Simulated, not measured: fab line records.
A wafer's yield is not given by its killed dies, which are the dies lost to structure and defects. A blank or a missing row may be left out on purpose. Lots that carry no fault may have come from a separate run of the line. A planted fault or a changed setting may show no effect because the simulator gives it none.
The tool behind it: which one?	flow n5 finfet	24 lots, 72 wafers sampled, at 5 steps of a route of 1938

WHAT THE GAUGES SHOWED, per wafer
N5_GATE_CUT_INSPECT_26: inspects for defects (darkfield).
lot	measured	on	raw defect count
L074	day 4 19:07	defect inspect-01	38 85 40
L075	day 4 21:04	defect inspect-01	49 46 34
L076	day 5 04:32	defect inspect-02	25 23 22
L077	day 5 10:00	defect inspect-02	25 26 25
L078	day 5 14:14	defect inspect-02	31 38 54
L079	day 5 22:07	defect inspect-02	17 12 15
L080	day 6 07:01	defect inspect-01	61 45 38
L081	day 6 10:11	defect inspect-01	19 30 41
L082	day 6 15:10	defect inspect-02	19 40 22
L083	day 6 22:29	defect inspect-01	48 68 36
L084	day 7 05:30	defect inspect-02	24 24 28
L085	day 7 11:26	defect inspect-02	14 17 20
L086	day 7 17:56	defect inspect-02	61 39 37
L087	day 7 23:26	defect inspect-01	50 84 39
L088	day 8 04:41	defect inspect-02	21 34 24
L089	day 8 10:46	defect inspect-02	49 39 32
L090	day 8 15:13	defect inspect-02	26 29 38
L091	day 9 00:57	defect inspect-02	43 25 48
L092	day 9 04:07	defect inspect-01	33 25 41
L093	day 9 11:43	defect inspect-01	54 26 22
L094	day 9 15:39	defect inspect-01	38 26 43
L095	day 9 18:13	defect inspect-02	18 34 30
L096	day 10 05:58	defect inspect-02	33 61 44
L097	day 10 11:16	defect inspect-01	29 19 35

N5_MOL_CONTACT_COAG_OVL_MEAS_85.
lot	measured	on	VG_OVL (nm)
L074	day 5 04:46	overlay-02	-0.1 0.2 -0.1
L075	day 5 07:02	overlay-01	0.1 1.3 1.8
L076	day 5 16:22	overlay-02	1.5 0.5 2.1
L077	day 5 20:57	overlay-02	0.0 0.4 -0.3
L078	day 6 02:23	overlay-02	-0.1 -0.1 1.5
L079	day 6 11:02	overlay-02	-0.8 0.9 0.2
L080	day 6 20:11	overlay-01	0.3 1.0 0.0
L081	day 6 22:45	overlay-02	0.2 1.4 0.4
L082	day 7 00:38	overlay-01	2.0 1.2 1.3
L083	day 7 08:44	overlay-02	-0.2 -0.2 -1.8
L084	day 7 15:35	overlay-01	-0.4 -0.8 -0.5
L085	day 7 20:42	overlay-01	-1.0 -0.9 0.3
L086	day 8 06:15	overlay-01	-0.8 -0.3 -1.1
L087	day 8 08:32	overlay-02	0.2 1.4 0.2
L088	day 8 14:58	overlay-02	0.8 0.8 0.8
L089	day 9 00:52	overlay-02	0.8 -0.2 0.6
L090	day 9 03:37	overlay-01	-0.5 -0.6 -0.9
L091	day 9 11:41	overlay-02	0.3 -0.5 0.0
L092	day 9 14:55	overlay-01	-1.8 -2.7 -0.8
L093	day 9 20:50	overlay-02	-0.6 0.0 0.4
L094	day 10 02:14	overlay-02	0.6 0.9 1.3
L095	day 10 04:12	overlay-01	0.5 1.3 -0.3
L096	day 10 17:49	overlay-02	-1.6 -0.4 -0.8
L097	day 10 22:54	overlay-02	-0.1 -0.6 -0.4

WHICH TOOL RAN EACH LOT (tool, then ch and the chambers of the sampled wafers, then the start)
lot	N5_MOL_CONTACT_COAG_CONTACT_ETCH_14	N5_MOL_CONTACT_COAG_SPUTTER_143	N5_MOL_CONTACT_COAG_CMP_28
L074	rie diel-05 ch 0,3, day 4 19:43	pvd sputter-01, day 4 21:47	cmp-03 ch 1,2, day 5 03:33
L075	rie diel-01 ch 0,2,3, day 4 21:41	pvd sputter-01, day 5 01:20	cmp-01 ch 1,3, day 5 05:52
L076	rie diel-05 ch 0,2,3, day 5 05:25	pvd sputter-03, day 5 08:23	cmp-03 ch 0,2,3, day 5 15:02
L077	rie diel-01 ch 1,2,3, day 5 10:47	pvd sputter-03, day 5 12:43	cmp-01 ch 0,3, day 5 19:45
L078	rie diel-02 ch 0,3, day 5 14:57	pvd sputter-01, day 5 18:46	cmp-03 ch 0,1, day 6 01:14
L079	rie diel-05 ch 0,1,2, day 5 23:13	pvd sputter-03, day 6 02:49	cmp-03 ch 0,2,3, day 6 09:49
L080	rie diel-01 ch 0,2,3, day 6 07:50	pvd sputter-02, day 6 10:46	cmp-03 ch 1,2,3, day 6 18:31
L081	rie diel-02 ch 2,3, day 6 10:56	pvd sputter-02, day 6 16:10	cmp-03 ch 1,2,3, day 6 21:31
L082	rie diel-01 ch 2,3, day 6 16:04	pvd sputter-02, day 6 18:25	cmp-01 ch 0,1, day 6 23:04
L083	rie diel-05 ch 0,2,3, day 6 23:13	pvd sputter-01, day 7 03:10	cmp-01 ch 0,2,3, day 7 07:32
L084	rie diel-01 ch 1,2, day 7 06:06	pvd sputter-02, day 7 09:41	cmp-01 ch 1,2,3, day 7 14:18
L085	rie diel-01 ch 0,2,3, day 7 12:10	pvd sputter-02, day 7 13:48	cmp-01 ch 0,2,3, day 7 19:23
L086	rie diel-01 ch 1,2, day 7 18:32	pvd sputter-02, day 7 21:02	cmp-03 ch 1,2,3, day 8 04:07
L087	rie diel-05 ch 2,3, day 8 00:02	pvd sputter-03, day 8 02:21	cmp-01 ch 0,2,3, day 8 07:20
L088	rie diel-02 ch 0,1,3, day 8 05:25	pvd sputter-03, day 8 07:59	cmp-01 ch 0,2, day 8 13:49
L089	rie diel-02 ch 0,1, day 8 11:53	pvd sputter-03, day 8 14:15	cmp-03 ch 1,2,3, day 8 22:09
L090	rie diel-05 ch 0,3, day 8 15:49	pvd sputter-01, day 8 20:20	cmp-03 ch 0,3, day 9 02:23
L091	rie diel-05 ch 0,2,3, day 9 01:34	pvd sputter-02, day 9 05:16	cmp-03 ch 0,3, day 9 10:21
L092	rie diel-05 ch 0,2,3, day 9 04:43	pvd sputter-01, day 9 08:31	cmp-03 ch 1,2, day 9 13:22
L093	rie diel-02 ch 1,2,3, day 9 12:19	pvd sputter-02, day 9 14:10	cmp-03 ch 0,2,3, day 9 19:35
L094	rie diel-02 ch 2,3, day 9 16:23	pvd sputter-03, day 9 19:42	cmp-03 ch 0,2,3, day 10 01:02
L095	rie diel-05 ch 1,2,3, day 9 18:59	pvd sputter-01, day 9 20:47	cmp-04 ch 0,1, day 10 03:00
L096	rie diel-01 ch 0,1,2, day 10 06:55	pvd sputter-03, day 10 09:37	cmp-04 ch 0,2,3, day 10 15:54
L097	rie diel-05 ch 0,1,2, day 10 11:52	pvd sputter-01, day 10 13:39	cmp-04 ch 0,1,3, day 10 21:12
- N5_MOL_CONTACT_COAG_CONTACT_ETCH_14: etches SiO2 in C4F6/O2, target depth 27.5 nm, overetch 8.5 nm, time 20 s.
- N5_MOL_CONTACT_COAG_SPUTTER_143: material Co, target thk 2.5 nm.
- N5_MOL_CONTACT_COAG_CMP_28: polishes, stops on SiNx, t overpolish 0.85 s, target thk 14.522 nm.

AS READ BY THE TOOLS THEMSELVES (means over the sampled wafers that have a number; for cases with no such wafer, the mark the record gives instead)
N5_MOL_CONTACT_COAG_CONTACT_ETCH_14.
lot	tool	bias w (W)	drypump motor current A (A)	mfc ar sccm (sccm)	oes product au (a.u.)	rf vpp V (V)	showerhead plenum p Torr (Torr)	throttle valve pct (%)
L074	rie diel-05	184.2	5.8	299.6	0.61	693	2.90	21.45
L075	rie diel-01	185.1	5.6	299.4	0.68	690	2.84	21.24
L076	rie diel-05	185.1	5.8	299.8	0.61	693	2.91	21.43
L077	rie diel-01	184.7	5.4	300.3	0.70	692	2.88	21.18
L078	rie diel-02	185.1	6.1	298.9	0.75	698	3.04	21.20
L079	rie diel-05	185.1	5.9	299.6	0.61	695	2.94	21.32
L080	rie diel-01	185.6	5.6	299.4	0.67	690	2.84	21.25
L081	rie diel-02	185.4	5.8	299.9	0.74	695	2.96	21.21
L082	rie diel-01	185.4	5.0	300.2	0.70	690	2.81	21.13
L083	rie diel-05	184.7	5.8	299.2	0.60	694	2.90	21.45
L084	rie diel-01	185.2	5.3	300.6	0.65	691	2.84	21.24
L085	rie diel-01	184.9	5.6	300.2	0.66	691	2.83	21.26
L086	rie diel-01	185.5	5.3	299.4	0.64	691	2.84	21.25
L087	rie diel-05	184.7	5.8	301.1	0.61	693	2.91	21.44
L088	rie diel-02	185.4	6.2	300.3	0.72	698	3.03	21.06
L089	rie diel-02	184.5	6.4	299.9	0.72	698	3.02	20.89
L090	rie diel-05	184.7	5.8	299.3	0.58	694	2.88	21.49
L091	rie diel-05	184.7	5.8	301.0	0.59	692	2.89	21.49
L092	rie diel-05	185.4	5.8	300.3	0.60	693	2.89	21.46
L093	rie diel-02	184.5	6.0	299.3	0.73	697	2.99	21.15
L094	rie diel-02	186.2	5.8	299.4	0.70	695	2.94	21.24
L095	rie diel-05	184.7	6.1	298.7	0.60	692	2.85	21.22
L096	rie diel-01	184.7	5.9	300.3	0.63	692	2.88	21.36
L097	rie diel-05	184.5	5.9	299.7	0.68	694	2.92	21.26

N5_MOL_CONTACT_COAG_SPUTTER_143.
lot	tool	throttle valve pct (%)
L074	pvd sputter-01	30.5
L075	pvd sputter-01	30.5
L076	pvd sputter-03	30.8
L077	pvd sputter-03	29.9
L078	pvd sputter-01	29.9
L079	pvd sputter-03	30.3
L080	pvd sputter-02	29.7
L081	pvd sputter-02	31.0
L082	pvd sputter-02	31.0
L083	pvd sputter-01	30.4
L084	pvd sputter-02	28.7
L085	pvd sputter-02	30.4
L086	pvd sputter-02	29.7
L087	pvd sputter-03	30.2
L088	pvd sputter-03	30.6
L089	pvd sputter-03	29.9
L090	pvd sputter-01	30.4
L091	pvd sputter-02	29.1
L092	pvd sputter-01	29.9
L093	pvd sputter-02	30.6
L094	pvd sputter-03	30.3
L095	pvd sputter-01	29.7
L096	pvd sputter-03	31.4
L097	pvd sputter-01	30.2

N5_MOL_CONTACT_COAG_CMP_28.
lot	tool	motor current A (A)	time to endpoint s (s)
L074	cmp-03	13.6	1.9
L075	cmp-01	12.5	6.1
L076	cmp-03	12.9	6.6
L077	cmp-01	12.3	6.6
L078	cmp-03	12.0	5.7
L079	cmp-03	12.5	4.4
L080	cmp-03	13.5	4.3
L081	cmp-03	13.5	2.4
L082	cmp-01	12.6	4.6
L083	cmp-01	12.5	5.3
L084	cmp-01	12.7	6.6
L085	cmp-01	11.9	7.0
L086	cmp-03	13.7	5.3
L087	cmp-01	12.6	5.2
L088	cmp-01	12.3	5.7
L089	cmp-03	13.8	4.1
L090	cmp-03	13.1	4.5
L091	cmp-03	13.1	4.6
L092	cmp-03	13.1	6.7
L093	cmp-03	12.5	5.9
L094	cmp-03	12.8	5.2
L095	cmp-04	12.4	2.7
L096	cmp-04	13.3	2.2
L097	cmp-04	13.6	5.1

THE ANSWER, worked out from the rows above alone
Rule: the lots themselves supply what counts as usual. Put in order of their means at a reading, lots are off if they are a third of the lots or fewer, leave a main group of 4 or more, and stand apart from it by a gap of 3 or more times the standard deviation of the main group's means; of several such gaps the widest counts. The tables above print the reading to a certain number of digits; a main group whose means all agree to those digits is not used. Also off: a lot with no number at a reading for which 4 or more lots have one. Any other lot the step has rows for is counted as sound. Order of review: gauges by route order, followed by the tools' own readings, for which a lot's mean as printed above is used. The first step at which some lot is off is used, and at that step the reading that is off furthest; a lot without a number counts as furthest.
No lot is off at any reading shown: from this, nothing can be told.

WHAT THE SIMULATOR PUT IN
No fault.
